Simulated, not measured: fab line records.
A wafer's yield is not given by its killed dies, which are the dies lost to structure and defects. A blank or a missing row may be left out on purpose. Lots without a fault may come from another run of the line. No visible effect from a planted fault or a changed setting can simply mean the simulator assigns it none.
fab line records    flow nandHarc
record lots=5  wafers=15  lastDay=24
route steps=1159 shown P_M0@266 P_M1@285 END@1159
lots with no fault: from the same line, run without faults
startH: the number of hours between the record's first day and the start of the first shown wafer of the lot    waitH: time in hours since the lot's previous step    " as in the row above    L1.1+2: a single row standing in for several wafers    - no value present, or no start provided    * or withheld: withheld    < > ~ a bound
route shown NAME@n: names a module that has steps shown in the file, with the first one's number in the route    usual: average and standard deviation across the fault-free wafers    same: alike in all rows    chamber/n: place in a boat    sites: per-site readings    _std_site: the values' standard deviation    _edge_site: inner sites' mean taken away from outer sites' mean    radiusMm: for every site, how far away it sits from the centre of the wafer    mask NAME#n: copy n    behind: the most recent tool/chamber to have shaped the wafer    hold: reason for holding the lot/hours on hold/outcome of the hold    device: the transistor (n, p or np) that didn't switch    end of line: the route-end tests of the same wafers    a step with no rows: only its recipe    killed: at the first sort, the dies lost to defects and structure; wafer yield is something else    map: dies across one wafer; x = killed, . = not, _ = none there
set.NAME: the setting the step ran with; set.NAME@STEP: the setting that earlier step ran with    model.NAME: the simulator's own value behind a step, which no gauge read
a table for each step, a row for each wafer; lots at some steps of the route
services: the hour from which a tool's chamber was out of use, counted from the record's first day as startH (under 0 if before that day), plus the number of hours and why
## steps
# step NHARC_P_M0_DESCUM_14
# recipe timeS=3  o2FlowSccm=200  arFlowSccm=0  biasPowerW=0  chemistry=O2
# step NHARC_P_M0_ETCH_34
# recipe targetDepthA=400  overetchA=120  timeS=43.94  ionEnergyEv=200  n2FlowSccm=150  h2FlowSccm=150  arFlowSccm=0  rfW=400  biasW=150  chemistry=N2/H2
# step NHARC_P_M0_ETCH_15
# recipe targetDepthA=1500  overetchA=150  timeS=82.5  c4f8FlowSccm=withheld  arFlowSccm=400  rfW=600  biasW=300  chemistry=C4F8/Ar
# step NHARC_P_M0_CD_MEAS_16
# usual cdNm=90.1/0.79
lot.wafer  tool      chamber  startH  waitH  cdNm
L322.1     cdSem-01  -        134.24  -      90.8
L322.3     "         -        "       "      90.3
L322.5     "         -        "       "      91.3
L321.2     cdSem-02  -        137.07  -      90.9
L321.4     "         -        "       "      90.8
L321.5     "         -        "       "      90.0
L335.3     cdSem-01  -        211.65  -      89.7
L335.5     "         -        "       "      90.5
L335.6     "         -        "       "      90.1
L337.1     cdSem-03  -        218.97  -      90.7
L337.3     "         -        "       "      89.9
L337.6     "         -        "       "      90.4
L338.1     cdSem-01  -        241.00  -      91.1
L338.4     "         -        "       "      90.4
L338.6     "         -        "       "      90.1
# step NHARC_P_M0_STRIP_18
# recipe powerW=1000  n2FlowSccm=150  h2FlowSccm=150  arFlowSccm=0  biasW=0  chemistry=N2/H2
# usual drypumpMotorCurrentA=5.70/0.27  h2FlowSccm=150.0/0.56  oesProductAu=0.996/0.017  rfVppV=90.8/0.92  showerheadPlenumPTorr=2.07/0.093  throttleValvePct=14.172/0.0085
lot.wafer  tool        chamber  startH  waitH  drypumpMotorCurrentA  h2FlowSccm  oesProductAu  rfHoursCounterH  rfVppV  showerheadPlenumPTorr  throttleValvePct
L322.3     rieDiel-01  0        134.32  0.1    6.04                  150.2       1.003         11               93.2    2.14                   14.169
L322.1     "           1        "       "      5.41                  150.1       0.991         9                91.3    2.09                   14.180
L322.5     "           0        "       "      6.07                  150.5       1.001         -                90.5    2.14                   14.179
L321.4     rieDiel-12  2        137.17  0.1    5.54                  149.9       0.975         7                90.7    1.99                   14.171
L321.2     "           0        "       "      5.94                  151.3       1.000         7                90.6    2.06                   14.162
L321.5     "           1        "       "      5.63                  149.9       0.976         -                90.1    2.05                   14.174
L335.3     rieDiel-12  2        211.77  0.1    5.53                  150.0       0.989         0                91.2    1.99                   14.165
L335.6     "           0        "       "      5.93                  148.6       1.025         -                91.5    2.06                   14.183
L335.5     "           1        "       "      5.65                  150.1       0.996         -                91.5    2.05                   14.170
L337.3     rieDiel-09  1        219.04  0.1    5.66                  150.1       1.001         10               92.2    1.96                   14.166
L337.1     "           2        "       "      5.72                  150.4       0.971         9                89.6    1.98                   14.166
L337.6     "           2        "       "      5.71                  149.7       0.976         -                90.5    1.98                   14.171
L338.4     rieDiel-01  2        241.08  0.1    6.06                  149.9       0.973         5                90.4    2.17                   14.176
L338.1     "           3        "       "      5.84                  149.9       0.975         7                91.2    2.03                   14.160
L338.6     "           2        "       "      6.08                  150.1       0.985         -                91.8    2.17                   14.170
# step NHARC_P_M0_STRIP_19
# recipe timeS=600  tempC=30  chemistry=postEtchResidueRemover
# step NHARC_P_M0_DEGAS_28
# recipe tempC=250  timeS=60
# usual heaterPowerW=345/44
lot.wafer  tool           chamber  startH  waitH  heaterPowerW
L322.1     pvdSputter-03  -        134.87  -      299
L322.3     "              -        "       "      343
L322.5     "              -        "       "      399
L321.4     pvdSputter-02  -        137.69  -      278
L321.2     "              -        "       "      395
L321.5     "              -        "       "      277
L335.3     pvdSputter-02  -        212.31  -      383
L335.5     "              -        "       "      373
L335.6     "              -        "       "      382
L337.3     pvdSputter-01  -        219.59  -      359
L337.1     "              -        "       "      303
L337.6     "              -        "       "      339
L338.1     pvdSputter-01  -        241.64  -      340
L338.4     "              -        "       "      357
L338.6     "              -        "       "      397
# step NHARC_P_M0_PRE_CLEAN_29
# recipe timeS=30  tempC=280  gas=H2/He
# usual heaterPowerW=423/55
lot.wafer  tool           chamber  startH  waitH  heaterPowerW
L322.3     pvdSputter-03  -        -       -      496
L322.1     "              -        "       "      369
L322.5     "              -        "       "      433
L321.4     pvdSputter-02  -        -       -      482
L321.2     "              -        "       "      485
L321.5     "              -        "       "      482
L335.3     pvdSputter-02  -        -       -      475
L335.6     "              -        "       "      339
L335.5     "              -        "       "      469
L337.3     pvdSputter-01  -        -       -      368
L337.1     "              -        "       "      446
L337.6     "              -        "       "      371
L338.4     pvdSputter-01  -        -       -      498
L338.1     "              -        "       "      457
L338.6     "              -        "       "      362
# step NHARC_P_M0_PVD_20
# recipe targetThkA=50  biasV=168.6  powerW=15000  chamberPressurePa=0.12  timeS=8.06  substrateTempC=50  material=TaN
# step NHARC_P_M0_PVD_21
# recipe targetThkA=300  chamberPressurePa=5  powerW=5000  substrateTempC=30  timeS=20.49  material=Cu
# usual throttleValvePct=30.3/1.1
lot.wafer  tool           chamber  startH  waitH  throttleValvePct
L322.3     pvdSputter-03  -        -       -      30.2
L322.1     "              -        "       "      29.7
L322.5     "              -        "       "      29.9
L321.4     pvdSputter-02  -        -       -      29.1
L321.2     "              -        "       "      31.3
L321.5     "              -        "       "      31.5
L335.3     pvdSputter-02  -        -       -      27.9
L335.6     "              -        "       "      27.6
L335.5     "              -        "       "      29.3
L337.1     pvdSputter-01  -        -       -      30.1
L337.3     "              -        "       "      30.7
L337.6     "              -        "       "      30.2
L338.1     pvdSputter-01  -        -       -      31.1
L338.4     "              -        "       "      28.8
L338.6     "              -        "       "      30.9
# step NHARC_P_M0_ECD_22
# recipe targetThkA=4000  bathTempC=25  material=Cu
# step NHARC_P_M0_ANNEAL_30
# recipe tempC=225  timeS=90
# step NHARC_P_M0_CMP_23
# recipe tOverpolishS=20  targetThkNm=117.53
# usual motorCurrentA=12.1/0.81  retainingRingPressureFrac=1.000/0.0056  timeToEndpointS=28.7/2.6
lot.wafer  tool    chamber  startH  waitH  motorCurrentA  retainingRingPressureFrac  timeToEndpointS
L322.3     cmp-04  0        135.99  -      12.5           1.000                      30.7
L322.1     "       2        "       "      10.9           1.003                      28.4
L322.5     "       3        "       "      13.4           1.000                      29.2
L321.2     cmp-02  3        138.77  -      12.7           1.015                      28.0
L321.4     "       0        "       "      12.6           0.995                      30.8
L321.5     "       0        "       "      12.5           1.001                      33.4
L335.3     cmp-04  1        213.38  -      12.1           1.002                      24.7
L335.6     "       1        "       "      12.2           0.999                      27.4
L335.5     "       2        "       "      11.6           1.000                      28.0
L337.1     cmp-01  2        220.69  -      12.6           1.000                      26.7
L337.3     "       0        "       "      11.6           1.008                      26.7
L337.6     "       2        "       "      11.3           0.997                      25.1
L338.4     cmp-02  2        242.72  -      12.2           1.004                      27.4
L338.1     "       1        "       "      11.4           1.006                      27.6
L338.6     "       3        "       "      12.6           0.998                      24.9
# step NHARC_P_M0_THK_MEAS_24
# recipe thkMeasGauge=xrf
# usual thkNm=117.4/1.5
lot.wafer  tool          chamber  startH  waitH  thkNm
L322.1     filmMetro-01  -        136.28  -      118.6
L322.3     "             -        "       "      118.7
L322.5     "             -        "       "      118.5
L321.2     filmMetro-01  -        139.08  -      118.0
L321.4     "             -        "       "      119.3
L321.5     "             -        "       "      119.1
L335.3     filmMetro-01  -        213.70  -      114.8
L335.5     "             -        "       "      119.2
L335.6     "             -        "       "      114.0
L337.1     filmMetro-01  -        221.01  -      114.9
L337.3     "             -        "       "      116.5
L337.6     "             -        "       "      117.0
L338.1     filmMetro-01  -        243.03  -      116.4
L338.4     "             -        "       "      116.7
L338.6     "             -        "       "      117.5
# step NHARC_P_M0_SRD_25
# step NHARC_P_M0_INSPECT_27
# usual rawDefectCount=294/120
lot.wafer  tool              chamber  startH  waitH  rawDefectCount
L322.1     defectInspect-01  -        136.44  0.0    215
L322.3     "                 -        "       "      170
L322.5     "                 -        "       "      206
L321.2     defectInspect-01  -        139.24  0.0    289
L321.4     "                 -        "       "      285
L321.5     "                 -        "       "      327
L335.3     defectInspect-02  -        213.85  0.0    618
L335.5     "                 -        "       "      351
L335.6     "                 -        "       "      646
L337.1     defectInspect-01  -        221.16  0.0    246
L337.3     "                 -        "       "      236
L337.6     "                 -        "       "      186
L338.1     defectInspect-01  -        243.21  0.0    229
L338.4     "                 -        "       "      333
L338.6     "                 -        "       "      460
# step NHARC_P_M0_PRE_CLEAN_31
# recipe timeS=12  tempC=370  rfPowerW=300  gas=NH3
# step NHARC_P_M0_DEP_32
# recipe targetThkA=300  tempC=370  targetThkNm=30  pressureTorr=3  flowSccm=200  rfW=450  material=SiCN
# usual heaterPowerW=582/88
lot.wafer  tool      chamber  startH  waitH  heaterPowerW
L322.1     pecvd-04  2        136.58  0.1    598
L322.3     "         0        "       "      428
L322.5     "         0        "       "      439
L321.2     pecvd-04  2        139.43  0.1    605
L321.5     "         1        "       "      559
L321.4     "         0        "       "      388
L335.3     pecvd-01  1        214.09  0.1    611
L335.6     "         2        "       "      559
L335.5     "         1        "       "      614
L337.3     pecvd-04  1        221.35  0.1    605
L337.1     "         2        "       "      523
L337.6     "         1        "       "      620
L338.1     pecvd-02  1        243.40  0.1    609
L338.6     "         0        "       "      554
L338.4     "         2        "       "      520
# step NHARC_P_M1_DEP_00
# recipe targetThkA=1825  targetThkNm=182.5  tempC=withheld  pressureTorr=5  flowSccm=200  rfW=600  material=SiOC
# step NHARC_P_M1_DEHYDRATE_01
# recipe tempC=150  timeS=120
# step NHARC_P_M1_HMDS_02
# recipe timeS=30
# step NHARC_P_M1_COAT_34
# recipe tempC=200  timeS=65
# step NHARC_P_M1_COAT_03
# recipe spinRpm=1500  resistThkNm=90
# step NHARC_P_M1_SOFTBAKE_04
# recipe tempC=105  timeS=55
# step NHARC_P_M1_EBR_05
# step NHARC_P_M1_EXPOSE_06
# recipe na=1.35  targetCdNm=130  doseMj=81.88  maskId=P_M1
# step NHARC_P_M1_PEB_07
# recipe pebTempC=100  pebTimeS=65
# step NHARC_P_M1_DEVELOP_08
# recipe developTimeS=35  devTempC=23
# step NHARC_P_M1_CD_MEAS_09
# recipe targetCdNm=130  landingEnergyEv=500
# usual cdNm=130.3/0.61
lot.wafer  tool      chamber  startH  waitH  cdNm
L322.1     cdSem-01  0        137.68  -      130.7
L322.3     "         0        "       "      129.4
L322.5     "         0        "       "      130.4
L321.2     cdSem-02  0        140.61  -      131.0
L321.4     "         0        "       "      131.5
L321.5     "         0        "       "      130.1
L335.3     cdSem-01  0        215.24  -      131.4
L335.5     "         0        "       "      130.3
L335.6     "         0        "       "      130.1
L337.1     cdSem-03  0        222.56  -      130.7
L337.3     "         0        "       "      130.2
L337.6     "         0        "       "      131.5
L338.1     cdSem-01  0        244.73  -      130.4
L338.4     "         0        "       "      129.8
L338.6     "         0        "       "      130.7
# step NHARC_P_M1_OVL_MEAS_10
# recipe pitchNm=260
# usual overlayXNm=0.0/1  overlayYNm=0.0/0.99
lot.wafer  tool        chamber  startH  waitH  overlayXNm  overlayYNm
L322.1     overlay-02  -        137.77  -      -1.7        -0.6
L322.3     "           -        "       "      -1.4        -0.7
L322.5     "           -        "       "      -0.8        -0.4
L321.2     overlay-01  -        140.70  -      1.1         0.7
L321.4     "           -        "       "      0.5         1.4
L321.5     "           -        "       "      0.0         1.0
L335.3     overlay-02  -        215.32  -      0.8         -0.9
L335.5     "           -        "       "      0.7         -1.0
L335.6     "           -        "       "      0.8         -0.7
L337.1     overlay-01  -        222.64  -      0.1         1.1
L337.3     "           -        "       "      0.4         1.0
L337.6     "           -        "       "      0.8         0.3
L338.1     overlay-01  -        244.81  -      0.9         -1.1
L338.4     "           -        "       "      1.3         -1.0
L338.6     "           -        "       "      0.8         -1.4
# step NHARC_P_M1_INSPECT_11
# usual rawDefectCount=4.1/2.2
lot.wafer  tool              chamber  startH  waitH  rawDefectCount
L322.1     defectInspect-01  -        137.81  0.0    3
L322.3     "                 -        "       "      5
L322.5     "                 -        "       "      2
L321.2     defectInspect-02  -        140.74  0.0    3
L321.4     "                 -        "       "      6
L321.5     "                 -        "       "      3
L335.3     defectInspect-02  -        215.38  0.1    255
L335.5     "                 -        "       "      9
L335.6     "                 -        "       "      251
L337.1     defectInspect-02  -        222.68  0.0    4
L337.3     "                 -        "       "      6
L337.6     "                 -        "       "      6
L338.1     defectInspect-02  -        244.85  0.0    6
L338.4     "                 -        "       "      8
L338.6     "                 -        "       "      5
# step NHARC_P_M1_DESCUM_14
# recipe timeS=3  o2FlowSccm=200  arFlowSccm=0  biasPowerW=0  chemistry=O2
# step NHARC_END_SORT_01
# recipe tempC=25
# usual defectLimitedYield=95.8/1.3  killedAtArray=24/8.7  killedAtOther=0.8/1.2  killedAtPeriphery=3.6/2.3  killedDies=28/8.9  killedOpen=3.2/1.9  killedShort=2.0/1.6  sort_bin_2_pct=1.3/0.57  sort_bin_3_pct=0.22/0.19  sort_bin_4_pct=2.7/0.89  sortNPass=649/8.9  sortRimYieldPct=95/3.1  sortYieldPct=95.8/1.3
# same grossDies=677  sort_bin_5_pct[%]=0  sort_bin_6_pct[%]=0  sort_bin_7_pct[%]=0  sort_bin_8_pct[%]=0  sortRimNGross=106.00
lot.wafer  tool       chamber  startH  waitH  defectLimitedYield[%]  killedAtArray  killedAtOther  killedAtPeriphery  killedDies  killedOpen  killedShort  sort_bin_2_pct[%]  sort_bin_3_pct[%]  sort_bin_4_pct[%]  sortNPass  sortRimYieldPct[%]  sortYieldPct[%]
L335.3     prober-02  0        563.46  3.1    66.5                   29             0              198                227         2           3            12.1               2.36               19.1               450        75                  66.5
L335.5     prober-02  0        565.03  3.7    92.6                   43             0              7                  50          6           0            1.6                0.15               5.6                627        96                  92.6
L335.6     prober-02  0        565.81  3.9    66.0                   26             0              204                230         1           1            10.3               2.95               20.7               447        59                  66.0
L337.1     prober-01  0        569.54  2.5    97.5                   13             0              4                  17          4           1            0.7                0                  1.8                660        100                 97.5
L337.3     prober-01  0        571.14  3.1    96.6                   17             0              6                  23          5           0            1.2                0.30               1.9                654        100                 96.6
L337.6     prober-01  0        573.54  4.0    97.2                   13             1              5                  19          0           3            1.6                0                  1.2                658        100                 97.2
L338.1     prober-02  0        577.40  2.5    94.8                   29             3              3                  35          4           1            1.8                0.30               3.1                642        94                  94.8
L338.4     prober-02  0        579.82  3.4    94.1                   35             0              5                  40          2           1            2.2                0.44               3.2                637        93                  94.1
L338.6     prober-02  0        581.42  4.0    96.3                   20             0              5                  25          2           3            0.7                0                  3.0                652        95                  96.3
# killed by level:class
L335.3 P_M0:unspecified=194 A_SLIT:chamberFilmFlake=13 A_CONTACT:chamberFilmFlake=3 A_BLC:chamberFilmFlake=3 A_WL_FILL:geometricParticle:short=2 A_CHANNEL_HOLE_D1:chamberFilmFlake=2 A_ZERO_WELL:chamberFilmFlake=2 A_BONDPAD:chamberFilmFlake=2
L335.5 A_SLIT:chamberFilmFlake=15 A_CONTACT:chamberFilmFlake=6 A_BLC:chamberFilmFlake=6 A_BONDPAD:chamberFilmFlake=4 A_CONTACT:geometricParticle:open=3 P_ZERO_WELL:chamberFilmFlake=3 A_CHANNEL_HOLE_D1:chamberFilmFlake=3 P_GATE:chamberFilmFlake=2
L335.6 P_M0:unspecified=201 A_SLIT:chamberFilmFlake=9 A_CHANNEL_HOLE_D1:chamberFilmFlake=7 A_BLC:chamberFilmFlake=5 A_CONTACT:chamberFilmFlake=2 A_CHANNEL_FILL_D1:geometricParticle:open=1 A_CONTACT:geometricParticle:short=1 P_STI:chamberFilmFlake=1
L337.1 A_CHANNEL_HOLE_D1:chamberFilmFlake=4 A_CHANNEL_FILL_D1:chamberFilmFlake=3 A_BLC:chamberFilmFlake=3 P_CONTACT:geometricParticle:open=1 P_M0:geometricParticle:open=1 A_ONON_D1:geometricParticle:open=1 A_WL_FILL:geometricParticle:short=1 A_BLC:geometricParticle:open=1
L337.3 A_CHANNEL_HOLE_D1:chamberFilmFlake=12 A_CONTACT:geometricParticle:open=3 P_M0:chamberFilmFlake=3 P_M2:geometricParticle:open=1 A_SGD_CUT:geometricParticle:open=1 P_ZERO_WELL:chamberFilmFlake=1 P_BONDPAD:chamberFilmFlake=1 A_WL_FILL:chamberFilmFlake=1
L337.6 A_CHANNEL_HOLE_D1:chamberFilmFlake=7 P_STI:chamberFilmFlake=2 P_GATE:chamberFilmFlake=2 A_CONTACT:chamberFilmFlake=2 A_CHANNEL_HOLE_D1:geometricParticle:short=1 A_WL_FILL:geometricParticle:short=1 A_M0:geometricParticle:short=1 P_M2:chamberFilmFlake=1
L338.1 A_CHANNEL_HOLE_D1:chamberFilmFlake=16 A_STAIRCASE:chamberFilmFlake=4 A_BLC:geometricParticle:open=2 P_GATE:chamberFilmFlake=2 THIN_TSV:chamberFilmFlake=2 A_WL_FILL:geometricParticle:short=1 A_WL_FILL:geometricParticle:open=1 A_BONDPAD:geometricParticle:open=1
L338.4 A_CHANNEL_HOLE_D1:chamberFilmFlake=20 A_CHANNEL_FILL_D1:chamberFilmFlake=5 A_BONDPAD:chamberFilmFlake=3 P_GATE:chamberFilmFlake=2 A_CONTACT:chamberFilmFlake=2 A_WL_FILL:geometricParticle:short=1 A_WL_FILL:geometricParticle:open=1 A_M1:geometricParticle:open=1
L338.6 A_CHANNEL_HOLE_D1:chamberFilmFlake=10 A_STAIRCASE:chamberFilmFlake=4 A_CHANNEL_FILL_D1:geometricParticle:short=2 P_ZERO_WELL:chamberFilmFlake=2 A_CHANNEL_FILL_D1:chamberFilmFlake=2 P_CONTACT:geometricParticle:open=1 P_M0:geometricParticle:open=1 A_WL_FILL:geometricParticle:short=1
# map L335.6 (x killed, . not)
____________x____________
_________..x.x.x_________
_______.xx..x..x.._______
______....xx.xx..x.______
_____x.............x_____
____x..x.x....xx..x..____
____xxx...x..x.x....x____
___.xxxx........x.x..x___
___x....x...x..x......___
__..x.x.......x.x..x...__
__.....x.....x...x.xx..__
_.....x........x.x......_
_..x.xxx......xx.....x.x_
_.x..xx.x.x..xx....x.xxx_
_.xx.xxx.x..x.xxx......._
_.......x.xx.....x...x.._
...x...x.x.x....xx....x.x
x.x.....x.....x........x.
..xxxx...xx.xx...xx....xx
.x.x....x..xxx..x...x.x.x
x..x....x..xx...xx.x....x
_x.x.xxx..x.xx.xxxx..x.._
_...x...x.....xx.....xxx_
_...x........x...x..x..x_
_......x...x.xx.x.x..xx._
_xx.x.........x......x.._
__....x....x......x....__
__......xxx.x...x.x...x__
___xx.xxx.x..xx.....x.___
___xx..x...x...x..x.xx___
____.xxx.x..x..xx...x____
____...xxx.x.x.x.....____
_____xxxx.x...x..x.._____
______xxxx...xxx...______
_______xx.....x.x._______
_________xx....._________
____________x____________
# map L322.5 (x killed, . not)
____________.____________
_________.x....._________
_______...xx......_______
______..xx..x......______
_____.....x........._____
____...x.xxx.........____
____......xxx........____
___......x............___
___...................___
__.........x...........__
__............xx.......__
_...........x..x........_
_........x.....x........_
_............xxx........_
_...........x....x......_
_............x....x....._
.........x....x...x......
.........................
x...............x........
.........................
.........................
_......................._
_......................._
_......................._
_......................._
_......x................_
__.....................__
__.....................__
___.............x.....___
___...................___
____...x..x..........____
____.................____
_____..............._____
______.............______
_______..........._______
_________......._________
____________.____________
## services
tool           chamber  startH  hours  kind
pvdSputter-01  -        118.21  63.5   repair
cmp-02         -        128.50  4.0    pm
rieDiel-01     -        137.82  9.0    pm
rieDiel-12     -        144.09  0.6    repair
rieDiel-01     2        148.38  8.2    repair
pecvd-02       -        153.11  13.0   pm
cmp-02         -        156.54  1.3    repair
rieDiel-09     2        164.67  4.8    repair
pecvd-02       1        169.26  6.8    repair
pvdSputter-01  -        181.74  10.0   pm
cmp-02         -        183.24  0.3    repair
cmp-04         -        184.15  0.4    repair
rieDiel-01     -        184.53  0.7    repair
cmp-04         -        185.30  0.8    repair
pecvd-04       -        195.36  13.0   pm
pvdSputter-01  -        199.24  6.4    repair
rieDiel-12     -        202.41  9.0    pm
cmp-04         -        203.07  4.0    pm
cmp-02         -        213.32  2.1    repair
cmp-02         -        215.55  0.4    repair
pvdSputter-02  -        217.21  10.0   pm
cmp-02         -        220.39  1.6    repair
cmp-02         -        226.50  4.0    pm
cmp-04         -        231.60  0.8    repair
## key
firstSign step=NHARC_P_M0_INSPECT_27  reading=rawDefectCount  direction=up  sigmas=2.8  usual=294  struck=632
effect step=NHARC_P_M1_INSPECT_11  reading=rawDefectCount  direction=up  sigmas=99+  usual=4.1  struck=253
effect step=NHARC_END_SORT_01  reading=killedAtPeriphery  direction=up  sigmas=85  usual=3.6  struck=201
moreKillsBornAt NHARC_P_M0_CMP_23@cmp-04=395
metAt NHARC_P_M0_CMP_23
struckWafers L335.3,L335.6
fault kind=chamberParticleSource  tool=cmp-04  chamber=1  onsetH=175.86  steps=NHARC_P_M0_CMP_23  ratePerVisitCm2=0.39589  endH=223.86
